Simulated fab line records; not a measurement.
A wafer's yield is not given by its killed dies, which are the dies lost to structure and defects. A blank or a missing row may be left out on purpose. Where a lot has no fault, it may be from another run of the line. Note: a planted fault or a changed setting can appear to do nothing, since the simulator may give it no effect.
The tool behind it: which one? | flow n5_finfet | 18 lots, 54 wafers sampled, at 6 steps of a route of 1938

## WHAT EACH GAUGE READ, for each wafer
The record lacks any reading of a measuring or inspecting step that a usual standard deviation could be used to judge.

## TOOL THAT RAN EACH LOT (tool first, then ch and the chambers of the sampled wafers, then the start)
lot  | N5_SDB_ETCH_25                    | N5_SDB_CMP_30                | N5_DUMMY_REMOVAL_HM_STRIP_01      | N5_DUMMY_REMOVAL_STRIP_10         | N5_HKMG_FIN_STRIP_57              | N5_HKMG_FIN_STRIP_60
L074 | rie_diel-05 ch 0,1, day 3 16:27   | cmp-02 ch 2,3, day 3 19:43   | rie_diel-04 ch 0,3, day 3 20:11   | rie_diel-04 ch 0,3, day 3 20:13   | rie_diel-03 ch 0,3, day 3 22:00   | plasma_asher-01 ch 0,1, day 3 22:36
L075 | rie_diel-03 ch 0,1,2, day 4 00:21 | cmp-01 ch 0,3, day 4 03:21   | rie_diel-01 ch 2,3, day 4 03:42   | rie_diel-01 ch 2,3, day 4 03:44   | rie_diel-03 ch 0,2, day 4 06:06   | plasma_asher-01 ch 0,1, day 4 06:49
L076 | rie_diel-02 ch 2,3, day 4 05:50   | cmp-01 ch 0,1,3, day 4 08:58 | rie_diel-01 ch 0,1,3, day 4 09:12 | rie_diel-01 ch 0,1,3, day 4 09:14 | rie_diel-05 ch 2,3, day 4 11:16   | plasma_asher-01 ch 0,1, day 4 11:57
L077 | rie_diel-05 ch 0,1,2, day 4 12:54 | cmp-02 ch 0,1,3, day 4 15:54 | rie_diel-04 ch 1,3, day 4 16:16   | rie_diel-04 ch 1,3, day 4 16:18   | rie_diel-03 ch 1,2,3, day 4 18:14 | plasma_asher-02 ch 0,1, day 4 18:50
L078 | rie_diel-03 ch 0,3, day 4 21:40   | cmp-03 ch 0,1,2, day 5 01:22 | rie_diel-01 ch 0,2,3, day 5 01:49 | rie_diel-01 ch 0,2,3, day 5 01:51 | rie_diel-03 ch 0,1,2, day 5 03:37 | plasma_asher-02 ch 0,1, day 5 04:13
L079 | rie_diel-02 ch 0,2,3, day 5 01:01 | cmp-02 ch 0,2,3, day 5 04:07 | rie_diel-06 ch 0,2,3, day 5 04:22 | rie_diel-06 ch 0,2,3, day 5 04:25 | rie_diel-03 ch 0,3, day 5 06:14   | plasma_asher-01 ch 0,1, day 5 06:57
L081 | rie_diel-05 ch 0,2,3, day 5 11:31 | cmp-02 ch 0,3, day 5 14:32   | rie_diel-01 ch 0,1,2, day 5 14:52 | rie_diel-01 ch 0,1,2, day 5 14:54 | rie_diel-02 ch 1,2, day 5 17:11   | plasma_asher-02 ch 0,1, day 5 17:47
L083 | rie_diel-03 ch 0,1, day 6 02:06   | cmp-03 ch 0,3, day 6 05:06   | rie_diel-04 ch 0,1, day 6 05:27   | rie_diel-04 ch 0,1, day 6 05:29   | rie_diel-02 ch 1,2,3, day 6 07:31 | plasma_asher-01 ch 0,1, day 6 08:07
L084 | rie_diel-02 ch 0,2,3, day 6 11:40 | cmp-03 ch 1,2, day 6 14:47   | rie_diel-04 ch 0,1,3, day 6 15:07 | rie_diel-04 ch 0,1,3, day 6 15:08 | rie_diel-05 ch 1,3, day 6 16:51   | plasma_asher-02 ch 0,1, day 6 17:27
L087 | rie_diel-02 ch 1,2,3, day 7 05:28 | cmp-02 ch 0,1,2, day 7 08:29 | rie_diel-06 ch 0,1,3, day 7 08:50 | rie_diel-06 ch 0,1,3, day 7 08:52 | rie_diel-05 ch 0,1,2, day 7 10:53 | plasma_asher-02 ch 0,1, day 7 11:29
L086 | rie_diel-05 ch 0,2, day 7 05:48   | cmp-03 ch 0,3, day 7 08:48   | rie_diel-06 ch 0,1,3, day 7 09:10 | rie_diel-06 ch 0,1,3, day 7 09:11 | rie_diel-03 ch 0,1, day 7 11:05   | plasma_asher-01 ch 0,1, day 7 11:48
L090 | rie_diel-03 ch 0,1, day 7 18:04   | cmp-03 ch 2,3, day 7 21:04   | rie_diel-04 ch 0,1,3, day 7 21:26 | rie_diel-04 ch 0,1,3, day 7 21:28 | rie_diel-03 ch 0,1,3, day 7 23:23 | plasma_asher-01 ch 0,1, day 8 00:02
L092 | rie_diel-02 ch 0,3, day 8 08:49   | cmp-03 ch 0,1, day 8 11:49   | rie_diel-04 ch 0,1,2, day 8 12:10 | rie_diel-04 ch 0,1,2, day 8 12:13 | rie_diel-02 ch 1,2,3, day 8 14:06 | plasma_asher-01 ch 0,1, day 8 14:44
L093 | rie_diel-03 ch 0,1,2, day 8 15:35 | cmp-02 ch 0,2,3, day 8 21:07 | rie_diel-01 ch 0,1,3, day 8 21:28 | rie_diel-01 ch 0,1,3, day 8 21:31 | rie_diel-03 ch 0,1,2, day 8 23:19 | plasma_asher-01 ch 0,1, day 8 23:55
L094 | rie_diel-02 ch 2,3, day 8 20:44   | cmp-03 ch 0,2, day 9 02:34   | rie_diel-01 ch 0,1, day 9 02:56   | rie_diel-01 ch 0,1, day 9 02:58   | rie_diel-02 ch 0,2, day 9 04:49   | plasma_asher-01 ch 0,1, day 9 05:24
L095 | rie_diel-05 ch 0,3, day 9 03:30   | cmp-02 ch 0,2,3, day 9 06:41 | rie_diel-01 ch 1,3, day 9 06:58   | rie_diel-01 ch 1,3, day 9 07:00   | rie_diel-03 ch 0,1,2, day 9 09:34 | plasma_asher-02 ch 0,1, day 9 10:09
L096 | rie_diel-03 ch 1,2, day 9 06:36   | cmp-02 ch 0,2,3, day 9 09:45 | rie_diel-01 ch 1,3, day 9 10:01   | rie_diel-01 ch 1,3, day 9 10:04   | rie_diel-05 ch 1,2,3, day 9 12:06 | plasma_asher-01 ch 0,1, day 9 12:49
L097 | rie_diel-05 ch 1,2,3, day 9 17:17 | cmp-02 ch 1,2,3, day 9 20:20 | rie_diel-01 ch 1,2,3, day 9 20:41 | rie_diel-01 ch 1,2,3, day 9 20:44 | rie_diel-02 ch 1,2,3, day 9 22:40 | plasma_asher-01 ch 0,1, day 9 23:22
- N5_SDB_ETCH_25: etches SiO2 in C4F6/O2, target depth 10 nm, time 3.3 s.
- N5_SDB_CMP_30: polishes, stops on poly-Si, t overpolish 1.54 s, target thk 30 nm.
- N5_DUMMY_REMOVAL_HM_STRIP_01: strips SiNx in CH3F/O2, stops on poly-Si, target depth 4 nm, time 6.8 s.
- N5_DUMMY_REMOVAL_STRIP_10: strips in N2/H2, time 40 s.
- N5_HKMG_FIN_STRIP_57: strips in CF4.
- N5_HKMG_FIN_STRIP_60: strips in N2/H2, time 360 s.

## AS READ BY THE TOOLS THEMSELVES (means over the sampled wafers that have a number; for cases with no such wafer, the mark the record gives instead)
N5_SDB_ETCH_25. Usual: chamber_pressure_mTorr 30.001 mTorr, standard deviation 0.025; drypump_motor_current_A 5.9 A, standard deviation 0.6; oes_product_au 0.80 a.u., standard deviation 0.091; rf_vpp_V 669 V, standard deviation 15; showerhead_plenum_p_Torr 2.84 Torr, standard deviation 0.12; throttle_valve_pct 21.08 %, standard deviation 0.26.
lot  | tool        | chamber_pressure_mTorr (mTorr) | drypump_motor_current_A (A) | oes_product_au (a.u.) | rf_vpp_V (V) | showerhead_plenum_p_Torr (Torr) | throttle_valve_pct (%) | flag
L074 | rie_diel-05 | 30.023                         | 5.6                         | 0.73                  | 657          | 2.79                            | 21.12                  |
L075 | rie_diel-03 | 30.015                         | 5.7                         | 0.80                  | 674          | 2.77                            | 21.17                  |
L076 | rie_diel-02 | 30.010                         | 6.6                         | 0.84                  | 677          | 2.82                            | 21.04                  |
L077 | rie_diel-05 | 29.984                         | 5.8                         | 0.77                  | 658          | 2.80                            | 21.04                  |
L078 | rie_diel-03 | 30.002                         | 5.3                         | 0.71                  | 692          | 2.79                            | 20.95                  |
L079 | rie_diel-02 | 30.016                         | 6.2                         | 0.87                  | 673          | 2.93                            | 21.16                  |
L081 | rie_diel-05 | 30.022                         | 5.9                         | 0.77                  | 657          | 2.81                            | 21.08                  |
L083 | rie_diel-03 | 30.000                         | 5.4                         | 0.78                  | 685          | 2.80                            | 21.02                  |
L084 | rie_diel-02 | 30.014                         | 6.2                         | 0.84                  | 674          | 2.92                            | 21.18                  |
L087 | rie_diel-02 | 29.994                         | 6.3                         | 0.85                  | 669          | 2.83                            | 20.97                  |
L086 | rie_diel-05 | 30.002                         | 6.0                         | 0.80                  | 658          | 2.81                            | 21.00                  |
L090 | rie_diel-03 | 30.001                         | 5.4                         | 0.77                  | 685          | 2.80                            | 21.03                  |
L092 | rie_diel-02 | 29.985                         | 5.8                         | 0.84                  | 671          | 3.02                            | 21.31                  |
L093 | rie_diel-03 | 29.998                         | 5.7                         | 0.87                  | 678          | 2.87                            | 21.12                  |
L094 | rie_diel-02 | 30.021                         | 6.6                         | 0.79                  | 677          | 2.80                            | 21.10                  |
L095 | rie_diel-05 | 30.007                         | 6.1                         | 0.69                  | 655          | 2.75                            | 21.44                  |
L096 | rie_diel-03 | 30.011                         | 6.1                         | 0.89                  | 659          | 2.85                            | 21.27                  |
L097 | rie_diel-05 | 29.976                         | 5.4                         | 0.75                  | 657          | 2.83                            | 20.87                  |

N5_SDB_CMP_30. Usual: edge_zone_pressure_frac 1.000, standard deviation 0.005; motor_current_A 12.4 A, standard deviation 1.5; overpolish_run_s 1.541 s, standard deviation 0.0097; platen_rpm 51.80 rpm, standard deviation 0.032; retaining_ring_pressure_frac 0.999, standard deviation 0.005; slurry_filter_dp_kPa 13.50 kPa, standard deviation 0.14; time_to_endpoint_s 17.5 s, standard deviation 2.1.
lot  | tool   | edge_zone_pressure_frac | motor_current_A (A) | overpolish_run_s (s) | platen_rpm (rpm) | retaining_ring_pressure_frac | slurry_filter_dp_kPa (kPa) | time_to_endpoint_s (s) | flag
L074 | cmp-02 | 1.003                   | 11.2                | 1.541                | 51.80            | 1.000                        | 13.59                      | 16.3                   |
L075 | cmp-01 | 0.999                   | 12.8                | 1.530                | 51.77            | 1.004                        | 13.47                      | 20.0                   |
L076 | cmp-01 | 0.999                   | 13.7                | 1.549                | 51.77            | 1.004                        | 13.40                      | 19.2                   |
L077 | cmp-02 | 1.001                   | 10.9                | 1.541                | 51.79            | 0.995                        | 13.62                      | 14.2                   |
L078 | cmp-03 | 0.999                   | 12.9                | 1.535                | 51.80            | 1.002                        | 13.53                      | 17.4                   |
L079 | cmp-02 | 0.999                   | 11.6                | 1.551                | 51.80            | 1.000                        | 13.50                      | 17.8                   |
L081 | cmp-02 | 0.997                   | 12.1                | 1.533                | 51.82            | 1.001                        | 13.39                      | 17.0                   |
L083 | cmp-03 | 1.001                   | 13.3                | 1.534                | 51.78            | 0.997                        | 13.42                      | 20.0                   |
L084 | cmp-03 | 1.001                   | 12.4                | 1.533                | 51.81            | 0.995                        | 13.31                      | 15.4                   |
L087 | cmp-02 | 1.002                   | 11.7                | 1.536                | 51.80            | 0.998                        | 13.51                      | 15.2                   |
L086 | cmp-03 | 0.996                   | 13.2                | 1.553                | 51.83            | 0.999                        | 13.48                      | 21.0                   |
L090 | cmp-03 | 0.998                   | 15.1                | 1.549                | 51.79            | 0.997                        | 13.51                      | 18.1                   |
L092 | cmp-03 | 1.000                   | 12.0                | 1.542                | 51.80            | 0.997                        | 13.52                      | 17.5                   |
L093 | cmp-02 | 1.005                   | 11.6                | 1.548                | 51.80            | 0.993                        | 13.44                      | 17.8                   |
L094 | cmp-03 | 1.000                   | 13.0                | 1.545                | 51.77            | 0.998                        | 13.52                      | 18.0                   |
L095 | cmp-02 | 1.003                   | 11.8                | 1.544                | 51.79            | 1.003                        | 13.55                      | 18.3                   |
L096 | cmp-02 | 1.003                   | 11.8                | 1.533                | 51.77            | 0.998                        | 13.51                      | 18.1                   |
L097 | cmp-02 | 0.999                   | 10.9                | 1.546                | 51.79            | 1.000                        | 13.51                      | 17.5                   |

N5_DUMMY_REMOVAL_HM_STRIP_01. Usual: chamber_pressure_mTorr 30.002 mTorr, standard deviation 0.029; drypump_motor_current_A 5.9 A, standard deviation 0.37; oes_product_au 0.64 a.u., standard deviation 0.073; rf_vpp_V 127.5 V, standard deviation 1.1; showerhead_plenum_p_Torr 2.00 Torr, standard deviation 0.077; throttle_valve_pct 16.29 %, standard deviation 0.23.
lot  | tool        | chamber_pressure_mTorr (mTorr) | drypump_motor_current_A (A) | oes_product_au (a.u.) | rf_vpp_V (V) | showerhead_plenum_p_Torr (Torr) | throttle_valve_pct (%) | flag
L074 | rie_diel-04 | 30.014                         | 5.4                         | 0.74                  | 128.5        | 2.03                            | 16.11                  |
L075 | rie_diel-01 | 29.976                         | 6.2                         | 0.60                  | 127.6        | 2.08                            | 16.37                  |
L076 | rie_diel-01 | 29.988                         | 6.2                         | 0.66                  | 127.9        | 1.97                            | 16.34                  |
L077 | rie_diel-04 | 30.006                         | 6.0                         | 0.65                  | 127.9        | 2.04                            | 16.47                  |
L078 | rie_diel-01 | 30.031                         | 6.1                         | 0.63                  | 127.7        | 2.00                            | 16.40                  |
L079 | rie_diel-06 | 30.003                         | 5.8                         | 0.59                  | 126.3        | 1.97                            | 16.20                  |
L081 | rie_diel-01 | 29.987                         | 6.1                         | 0.63                  | 127.4        | 1.95                            | 16.31                  |
L083 | rie_diel-04 | 30.000                         | 6.1                         | 0.59                  | 129.0        | 2.03                            | 16.59                  |
L084 | rie_diel-04 | 29.989                         | 5.8                         | 0.64                  | 127.4        | 2.03                            | 16.38                  |
L087 | rie_diel-06 | 29.990                         | 6.0                         | 0.66                  | 126.6        | 1.96                            | 16.04                  |
L086 | rie_diel-06 | 30.043                         | 6.0                         | 0.65                  | 126.7        | 1.96                            | 16.04                  |
L090 | rie_diel-04 | 29.994                         | 5.8                         | 0.64                  | 127.9        | 2.03                            | 16.40                  |
L092 | rie_diel-04 | 29.967                         | 6.0                         | 0.64                  | 127.5        | 2.00                            | 16.41                  |
L093 | rie_diel-01 | 30.000                         | 6.2                         | 0.64                  | 127.7        | 1.96                            | 16.40                  |
L094 | rie_diel-01 | 30.031                         | 6.1                         | 0.63                  | 126.4        | 1.87                            | 16.37                  |
L095 | rie_diel-01 | 29.991                         | 6.2                         | 0.64                  | 127.7        | 1.98                            | 16.35                  |
L096 | rie_diel-01 | 30.019                         | 6.2                         | 0.63                  | 127.5        | 1.98                            | 16.36                  |
L097 | rie_diel-01 | 29.996                         | 6.2                         | 0.66                  | 128.6        | 2.02                            | 16.24                  |

N5_DUMMY_REMOVAL_STRIP_10. Usual: chamber_pressure_mTorr 100.01 mTorr, standard deviation 0.093; drypump_motor_current_A 5.9 A, standard deviation 0.37; h2_flow_sccm 300.1 sccm, standard deviation 0.87; oes_product_au 0.80 a.u., standard deviation 0.092; rf_vpp_V 45.2 V, standard deviation 0.92; showerhead_plenum_p_Torr 3.38 Torr, standard deviation 0.12; throttle_valve_pct 12.23 %, standard deviation 0.28.
lot  | tool        | chamber_pressure_mTorr (mTorr) | drypump_motor_current_A (A) | h2_flow_sccm (sccm) | oes_product_au (a.u.) | rf_vpp_V (V) | showerhead_plenum_p_Torr (Torr) | throttle_valve_pct (%) | flag
L074 | rie_diel-04 | 100.00                         | 5.4                         | 300.8               | 0.93                  | 45.2         | 3.44                            | 12.00                  |
L075 | rie_diel-01 | 100.00                         | 6.2                         | 299.7               | 0.74                  | 45.7         | 3.51                            | 12.42                  |
L076 | rie_diel-01 | 100.00                         | 6.2                         | 300.0               | 0.83                  | 44.6         | 3.33                            | 12.28                  |
L077 | rie_diel-04 | 100.03                         | 6.0                         | 300.0               | 0.80                  | 45.3         | 3.46                            | 12.48                  |
L078 | rie_diel-01 | 99.98                          | 6.2                         | 299.3               | 0.78                  | 44.8         | 3.39                            | 12.39                  |
L079 | rie_diel-06 | 99.98                          | 5.8                         | 300.6               | 0.72                  | 44.9         | 3.31                            | 12.09                  |
L081 | rie_diel-01 | 100.05                         | 6.1                         | 300.1               | 0.78                  | 44.6         | 3.31                            | 12.33                  |
L083 | rie_diel-04 | 100.01                         | 6.1                         | 300.6               | 0.72                  | 46.2         | 3.43                            | 12.53                  |
L084 | rie_diel-04 | 100.02                         | 5.8                         | 299.5               | 0.80                  | 44.4         | 3.43                            | 12.30                  |
L087 | rie_diel-06 | 100.02                         | 6.0                         | 300.4               | 0.81                  | 45.8         | 3.30                            | 11.88                  |
L086 | rie_diel-06 | 100.01                         | 6.0                         | 300.7               | 0.81                  | 45.7         | 3.30                            | 11.88                  |
L090 | rie_diel-04 | 100.01                         | 5.8                         | 300.0               | 0.78                  | 45.2         | 3.43                            | 12.32                  |
L092 | rie_diel-04 | 100.13                         | 6.0                         | 300.3               | 0.78                  | 45.1         | 3.38                            | 12.30                  |
L093 | rie_diel-01 | 99.96                          | 6.2                         | 300.6               | 0.79                  | 44.8         | 3.31                            | 12.38                  |
L094 | rie_diel-01 | 100.10                         | 6.1                         | 300.9               | 0.80                  | 44.9         | 3.19                            | 12.35                  |
L095 | rie_diel-01 | 100.01                         | 6.2                         | 299.5               | 0.78                  | 45.2         | 3.35                            | 12.33                  |
L096 | rie_diel-01 | 100.04                         | 6.2                         | 300.0               | 0.78                  | 45.4         | 3.35                            | 12.33                  |
L097 | rie_diel-01 | 100.05                         | 6.2                         | 299.4               | 0.83                  | 45.0         | 3.42                            | 12.22                  |

N5_HKMG_FIN_STRIP_57. Usual: chamber_pressure_mTorr 50.00 mTorr, standard deviation 0.05; drypump_motor_current_A 5.8 A, standard deviation 0.58; oes_product_au 0.78 a.u., standard deviation 0.088; rf_vpp_V 270.7 V, standard deviation 1.6; showerhead_plenum_p_Torr 1.77 Torr, standard deviation 0.064; throttle_valve_pct 13.49 %, standard deviation 0.21.
lot  | tool        | chamber_pressure_mTorr (mTorr) | drypump_motor_current_A (A) | oes_product_au (a.u.) | rf_vpp_V (V) | showerhead_plenum_p_Torr (Torr) | throttle_valve_pct (%) | flag
L074 | rie_diel-03 | 50.00                          | 5.3                         | 0.71                  | 270.5        | 1.75                            | 13.41                  |
L075 | rie_diel-03 | 50.00                          | 5.2                         | 0.71                  | 270.8        | 1.75                            | 13.49                  |
L076 | rie_diel-05 | 50.02                          | 5.5                         | 0.79                  | 271.3        | 1.80                            | 13.24                  |
L077 | rie_diel-03 | 49.97                          | 6.0                         | 0.75                  | 269.9        | 1.72                            | 13.67                  |
L078 | rie_diel-03 | 50.04                          | 5.7                         | 0.77                  | 269.9        | 1.75                            | 13.59                  |
L079 | rie_diel-03 | 50.00                          | 5.3                         | 0.71                  | 269.8        | 1.75                            | 13.45                  |
L081 | rie_diel-02 | 49.99                          | 6.2                         | 0.84                  | 269.7        | 1.73                            | 13.33                  |
L083 | rie_diel-02 | 49.99                          | 6.3                         | 0.84                  | 271.1        | 1.79                            | 13.36                  |
L084 | rie_diel-05 | 50.04                          | 5.2                         | 0.73                  | 270.7        | 1.78                            | 13.39                  |
L087 | rie_diel-05 | 50.00                          | 5.8                         | 0.75                  | 269.6        | 1.76                            | 13.58                  |
L086 | rie_diel-03 | 49.99                          | 5.9                         | 0.81                  | 270.4        | 1.76                            | 13.56                  |
L090 | rie_diel-03 | 50.07                          | 5.7                         | 0.74                  | 270.2        | 1.73                            | 13.58                  |
L092 | rie_diel-02 | 50.02                          | 6.3                         | 0.82                  | 270.8        | 1.78                            | 13.41                  |
L093 | rie_diel-03 | 50.00                          | 5.7                         | 0.84                  | 271.5        | 1.81                            | 13.47                  |
L094 | rie_diel-02 | 50.01                          | 5.7                         | 0.81                  | 271.8        | 1.83                            | 13.51                  |
L095 | rie_diel-03 | 49.94                          | 5.7                         | 0.83                  | 270.8        | 1.81                            | 13.48                  |
L096 | rie_diel-05 | 50.01                          | 5.4                         | 0.74                  | 271.0        | 1.78                            | 13.37                  |
L097 | rie_diel-02 | 49.97                          | 6.3                         | 0.80                  | 270.8        | 1.78                            | 13.43                  |

N5_HKMG_FIN_STRIP_60. Usual: drypump_motor_current_A 5.6 A, standard deviation 0.56; h2_flow_sccm 3249 sccm, standard deviation 9.8; heater_power_w 449 W, standard deviation 30.
lot  | tool            | drypump_motor_current_A (A) | h2_flow_sccm (sccm) | heater_power_w (W) | flag
L074 | plasma_asher-01 | 5.8                         | 3252                | 439                |
L075 | plasma_asher-01 | 5.8                         | 3255                | 439                |
L076 | plasma_asher-01 | 5.8                         | 3243                | 441                |
L077 | plasma_asher-02 | 4.9                         | 3263                | 485                |
L078 | plasma_asher-02 | 5.3                         | 3243                | 467                |
L079 | plasma_asher-01 | 5.8                         | 3242                | 439                |
L081 | plasma_asher-02 | 5.3                         | 3253                | 470                |
L083 | plasma_asher-01 | 5.8                         | 3243                | 442                |
L084 | plasma_asher-02 | 4.9                         | 3249                | 500                |
L087 | plasma_asher-02 | 5.3                         | 3257                | 471                |
L086 | plasma_asher-01 | 5.8                         | 3248                | 448                |
L090 | plasma_asher-01 | 5.8                         | 3248                | 440                |
L092 | plasma_asher-01 | 6.0                         | 3259                | 431                |
L093 | plasma_asher-01 | 6.0                         | 3250                | 427                |
L094 | plasma_asher-01 | 5.8                         | 3241                | 440                |
L095 | plasma_asher-02 | 4.9                         | 3250                | 495                |
L096 | plasma_asher-01 | 6.0                         | 3249                | 432                |
L097 | plasma_asher-01 | 6.0                         | 3235                | 429                |

## THE ANSWER, worked out from the rows above alone
Rule: lot off if the mean of its wafers having a number is beyond 3 standard deviations from the usual mean. A lot without any number at a reading at which 4 lots or more have one is off too. All remaining lots with rows at the step are treated as sound. The gauges are gone through in route order, then the tools' own readings, and for those a lot's mean is taken as printed above. At the first step where some lot is off, the reading lying furthest off is the one used; lots without a number count as furthest.
No lot is off at any reading shown: from this, nothing can be told.

## WHAT WAS PUT IN BY THE SIMULATOR
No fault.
